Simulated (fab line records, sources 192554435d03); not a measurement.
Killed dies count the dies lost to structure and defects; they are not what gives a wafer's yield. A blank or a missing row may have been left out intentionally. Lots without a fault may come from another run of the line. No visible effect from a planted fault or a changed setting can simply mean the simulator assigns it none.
The tool behind it: which one? || flow n5 finfet || 24 lots, 72 wafers sampled, at 2 steps of a route of 1938

WHAT EACH GAUGE READ, for each wafer
N5_BEOL_M0_CUTY_CD_MEAS_57 targets a cd of 200 nm. Usual: 200.2 nm for cd nm, sd 1.
{"lot": "L074", "measured": "day 5 21:03", "on": "cd sem-03", "cd nm (nm)": "200.6 198.7 200.7", "flag": ""}
{"lot": "L075", "measured": "day 6 04:00", "on": "cd sem-03", "cd nm (nm)": "200.2 198.9 198.3", "flag": ""}
{"lot": "L076", "measured": "day 6 08:45", "on": "cd sem-02", "cd nm (nm)": "201.2 200.2 200.0", "flag": ""}
{"lot": "L077", "measured": "day 6 09:41", "on": "cd sem-02", "cd nm (nm)": "198.6 197.9 199.1", "flag": ""}
{"lot": "L078", "measured": "day 6 20:43", "on": "cd sem-02", "cd nm (nm)": "200.7 200.3 201.2", "flag": ""}
{"lot": "L079", "measured": "day 7 01:04", "on": "cd sem-03", "cd nm (nm)": "201.8 200.3 200.3", "flag": ""}
{"lot": "L080", "measured": "day 7 05:15", "on": "cd sem-01", "cd nm (nm)": "201.9 200.8 200.7", "flag": ""}
{"lot": "L081", "measured": "day 7 09:55", "on": "cd sem-02", "cd nm (nm)": "199.5 200.6 200.8", "flag": ""}
{"lot": "L082", "measured": "day 7 19:49", "on": "cd sem-01", "cd nm (nm)": "200.4 200.3 199.3", "flag": ""}
{"lot": "L083", "measured": "day 7 23:56", "on": "cd sem-01", "cd nm (nm)": "200.9 201.2 199.8", "flag": ""}
{"lot": "L084", "measured": "day 8 05:34", "on": "cd sem-02", "cd nm (nm)": "198.9 198.0 199.2", "flag": ""}
{"lot": "L085", "measured": "day 8 16:48", "on": "cd sem-01", "cd nm (nm)": "199.5 199.0 198.9", "flag": ""}
{"lot": "L086", "measured": "day 8 18:53", "on": "cd sem-01", "cd nm (nm)": "200.3 199.9 201.2", "flag": ""}
{"lot": "L087", "measured": "day 8 23:46", "on": "cd sem-03", "cd nm (nm)": "200.4 199.9 200.0", "flag": ""}
{"lot": "L088", "measured": "day 9 14:33", "on": "cd sem-01", "cd nm (nm)": "201.3 200.3 199.4", "flag": ""}
{"lot": "L089", "measured": "day 9 14:43", "on": "cd sem-02", "cd nm (nm)": "197.5 198.5 198.4", "flag": ""}
{"lot": "L090", "measured": "day 9 22:12", "on": "cd sem-03", "cd nm (nm)": "200.5 200.5 200.9", "flag": ""}
{"lot": "L091", "measured": "day 10 03:25", "on": "cd sem-01", "cd nm (nm)": "200.2 200.5 201.0", "flag": ""}
{"lot": "L092", "measured": "day 10 10:41", "on": "cd sem-02", "cd nm (nm)": "201.2 201.2 201.7", "flag": ""}
{"lot": "L093", "measured": "day 10 11:49", "on": "cd sem-03", "cd nm (nm)": "200.8 200.6 201.4", "flag": ""}
{"lot": "L094", "measured": "day 10 21:14", "on": "cd sem-02", "cd nm (nm)": "202.0 201.6 201.6", "flag": ""}
{"lot": "L095", "measured": "day 11 00:57", "on": "cd sem-01", "cd nm (nm)": "200.8 201.7 200.9", "flag": ""}
{"lot": "L096", "measured": "day 11 04:10", "on": "cd sem-03", "cd nm (nm)": "200.4 200.7 200.5", "flag": ""}
{"lot": "L097", "measured": "day 11 13:59", "on": "cd sem-01", "cd nm (nm)": "199.3 199.5 198.6", "flag": ""}

EACH LOT AND THE TOOL THAT RAN IT (in order: tool; ch and the chambers of the sampled wafers; start)
{"lot": "L074", "N5_BEOL_M0_SAQP_MANDREL_ETCH_20": "rie si-05 ch 1,3, day 5 15:23"}
{"lot": "L075", "N5_BEOL_M0_SAQP_MANDREL_ETCH_20": "rie si-05 ch 0,2,3, day 5 21:08"}
{"lot": "L076", "N5_BEOL_M0_SAQP_MANDREL_ETCH_20": "rie si-03 ch 1,3, day 6 03:37"}
{"lot": "L077", "N5_BEOL_M0_SAQP_MANDREL_ETCH_20": "rie si-03 ch 0,1,3, day 6 04:35"}
{"lot": "L078", "N5_BEOL_M0_SAQP_MANDREL_ETCH_20": "rie si-05 ch 0,2,3, day 6 15:26"}
{"lot": "L079", "N5_BEOL_M0_SAQP_MANDREL_ETCH_20": "rie si-04 ch 0,3, day 6 18:52"}
{"lot": "L080", "N5_BEOL_M0_SAQP_MANDREL_ETCH_20": "rie si-03 ch 0,1,3, day 7 00:16"}
{"lot": "L081", "N5_BEOL_M0_SAQP_MANDREL_ETCH_20": "rie si-04 ch 0,1, day 7 04:46"}
{"lot": "L082", "N5_BEOL_M0_SAQP_MANDREL_ETCH_20": "rie si-03 ch 0,2, day 7 14:46"}
{"lot": "L083", "N5_BEOL_M0_SAQP_MANDREL_ETCH_20": "rie si-03 ch 0,1,3, day 7 18:56"}
{"lot": "L084", "N5_BEOL_M0_SAQP_MANDREL_ETCH_20": "rie si-04 ch 0,1,2, day 8 00:51"}
{"lot": "L085", "N5_BEOL_M0_SAQP_MANDREL_ETCH_20": "rie si-05 ch 0,1,2, day 8 10:40"}
{"lot": "L086", "N5_BEOL_M0_SAQP_MANDREL_ETCH_20": "rie si-05 ch 0,2,3, day 8 13:26"}
{"lot": "L087", "N5_BEOL_M0_SAQP_MANDREL_ETCH_20": "rie si-04 ch 1,2, day 8 18:20"}
{"lot": "L088", "N5_BEOL_M0_SAQP_MANDREL_ETCH_20": "rie si-05 ch 0,1,2, day 9 08:13"}
{"lot": "L089", "N5_BEOL_M0_SAQP_MANDREL_ETCH_20": "rie si-04 ch 0,1,2, day 9 08:46"}
{"lot": "L090", "N5_BEOL_M0_SAQP_MANDREL_ETCH_20": "rie si-03 ch 0,3, day 9 16:50"}
{"lot": "L091", "N5_BEOL_M0_SAQP_MANDREL_ETCH_20": "rie si-04 ch 0,2, day 9 22:16"}
{"lot": "L092", "N5_BEOL_M0_SAQP_MANDREL_ETCH_20": "rie si-03 ch 0,2,3, day 10 05:02"}
{"lot": "L093", "N5_BEOL_M0_SAQP_MANDREL_ETCH_20": "rie si-05 ch 0,2,3, day 10 06:33"}
{"lot": "L094", "N5_BEOL_M0_SAQP_MANDREL_ETCH_20": "rie si-04 ch 1,2,3, day 10 16:19"}
{"lot": "L095", "N5_BEOL_M0_SAQP_MANDREL_ETCH_20": "rie si-03 ch 1,2,3, day 10 19:57"}
{"lot": "L096", "N5_BEOL_M0_SAQP_MANDREL_ETCH_20": "rie si-05 ch 0,2,3, day 10 23:10"}
{"lot": "L097", "N5_BEOL_M0_SAQP_MANDREL_ETCH_20": "rie si-03 ch 0,2,3, day 11 08:28"}
- N5_BEOL_M0_SAQP_MANDREL_ETCH_20: etches a-Si in HBr/Cl2, stops on SiNx, target depth 60 nm, bt time 10 s, time 30 s.

WHAT THE TOOLS THEMSELVES READ (means of the sampled wafers that have a number; where no wafer has one, the mark that the record gives instead)
N5_BEOL_M0_SAQP_MANDREL_ETCH_20. Usual: drypump motor current A 5.7 A, standard deviation 0.39; oes product au 0.775 a.u., standard deviation 0.014; throttle valve pct 35.5 %, standard deviation 0.33.
{"lot": "L074", "tool": "rie si-05", "drypump motor current A (A)": 5.5, "oes product au (a.u.)": 0.785, "throttle valve pct (%)": 35.7, "flag": ""}
{"lot": "L075", "tool": "rie si-05", "drypump motor current A (A)": 5.6, "oes product au (a.u.)": 0.785, "throttle valve pct (%)": 35.4, "flag": ""}
{"lot": "L076", "tool": "rie si-03", "drypump motor current A (A)": 6.1, "oes product au (a.u.)": 0.766, "throttle valve pct (%)": 35.4, "flag": ""}
{"lot": "L077", "tool": "rie si-03", "drypump motor current A (A)": 6.0, "oes product au (a.u.)": 0.765, "throttle valve pct (%)": 35.5, "flag": ""}
{"lot": "L078", "tool": "rie si-05", "drypump motor current A (A)": 5.5, "oes product au (a.u.)": 0.783, "throttle valve pct (%)": 35.3, "flag": ""}
{"lot": "L079", "tool": "rie si-04", "drypump motor current A (A)": 5.5, "oes product au (a.u.)": 0.772, "throttle valve pct (%)": 35.5, "flag": ""}
{"lot": "L080", "tool": "rie si-03", "drypump motor current A (A)": 5.9, "oes product au (a.u.)": 0.776, "throttle valve pct (%)": 35.5, "flag": ""}
{"lot": "L081", "tool": "rie si-04", "drypump motor current A (A)": 5.1, "oes product au (a.u.)": 0.772, "throttle valve pct (%)": 35.2, "flag": ""}
{"lot": "L082", "tool": "rie si-03", "drypump motor current A (A)": 6.0, "oes product au (a.u.)": 0.760, "throttle valve pct (%)": 35.4, "flag": ""}
{"lot": "L083", "tool": "rie si-03", "drypump motor current A (A)": 6.0, "oes product au (a.u.)": 0.764, "throttle valve pct (%)": 35.5, "flag": ""}
{"lot": "L084", "tool": "rie si-04", "drypump motor current A (A)": 5.5, "oes product au (a.u.)": 0.764, "throttle valve pct (%)": 35.2, "flag": ""}
{"lot": "L085", "tool": "rie si-05", "drypump motor current A (A)": 5.4, "oes product au (a.u.)": 0.782, "throttle valve pct (%)": 35.7, "flag": ""}
{"lot": "L086", "tool": "rie si-05", "drypump motor current A (A)": 5.6, "oes product au (a.u.)": 0.779, "throttle valve pct (%)": 35.4, "flag": ""}
{"lot": "L087", "tool": "rie si-04", "drypump motor current A (A)": 5.8, "oes product au (a.u.)": 0.787, "throttle valve pct (%)": 35.1, "flag": ""}
{"lot": "L088", "tool": "rie si-05", "drypump motor current A (A)": 5.4, "oes product au (a.u.)": 0.781, "throttle valve pct (%)": 35.7, "flag": ""}
{"lot": "L089", "tool": "rie si-04", "drypump motor current A (A)": 5.5, "oes product au (a.u.)": 0.775, "throttle valve pct (%)": 35.2, "flag": ""}
{"lot": "L090", "tool": "rie si-03", "drypump motor current A (A)": 5.9, "oes product au (a.u.)": 0.768, "throttle valve pct (%)": 35.5, "flag": ""}
{"lot": "L091", "tool": "rie si-04", "drypump motor current A (A)": 5.6, "oes product au (a.u.)": 0.767, "throttle valve pct (%)": 35.2, "flag": ""}
{"lot": "L092", "tool": "rie si-03", "drypump motor current A (A)": 5.9, "oes product au (a.u.)": 0.756, "throttle valve pct (%)": 35.5, "flag": ""}
{"lot": "L093", "tool": "rie si-05", "drypump motor current A (A)": 5.5, "oes product au (a.u.)": 0.787, "throttle valve pct (%)": 35.4, "flag": ""}
{"lot": "L094", "tool": "rie si-04", "drypump motor current A (A)": 5.7, "oes product au (a.u.)": 0.780, "throttle valve pct (%)": 35.4, "flag": ""}
{"lot": "L095", "tool": "rie si-03", "drypump motor current A (A)": 6.2, "oes product au (a.u.)": 0.782, "throttle valve pct (%)": 35.4, "flag": ""}
{"lot": "L096", "tool": "rie si-05", "drypump motor current A (A)": 5.5, "oes product au (a.u.)": 0.773, "throttle valve pct (%)": 35.4, "flag": ""}
{"lot": "L097", "tool": "rie si-03", "drypump motor current A (A)": 5.9, "oes product au (a.u.)": 0.764, "throttle valve pct (%)": 35.4, "flag": ""}

THE ANSWER, worked out from the rows above alone
Rule: a lot is off if the mean of its wafers that have a number lies more than 3 standard deviations from the usual mean. A lot without any number at a reading at which 4 lots or more have one is off too. All remaining lots with rows at the step are treated as sound. The gauges are gone through in route order, then the tools' own readings, and for those a lot's mean is taken as printed above. The first step at which some lot is off is used, and at that step the reading that is off furthest; a lot without a number counts as furthest.
Nothing can be told from this: no lot is off at any reading shown.

WHAT THE SIMULATOR PUT IN
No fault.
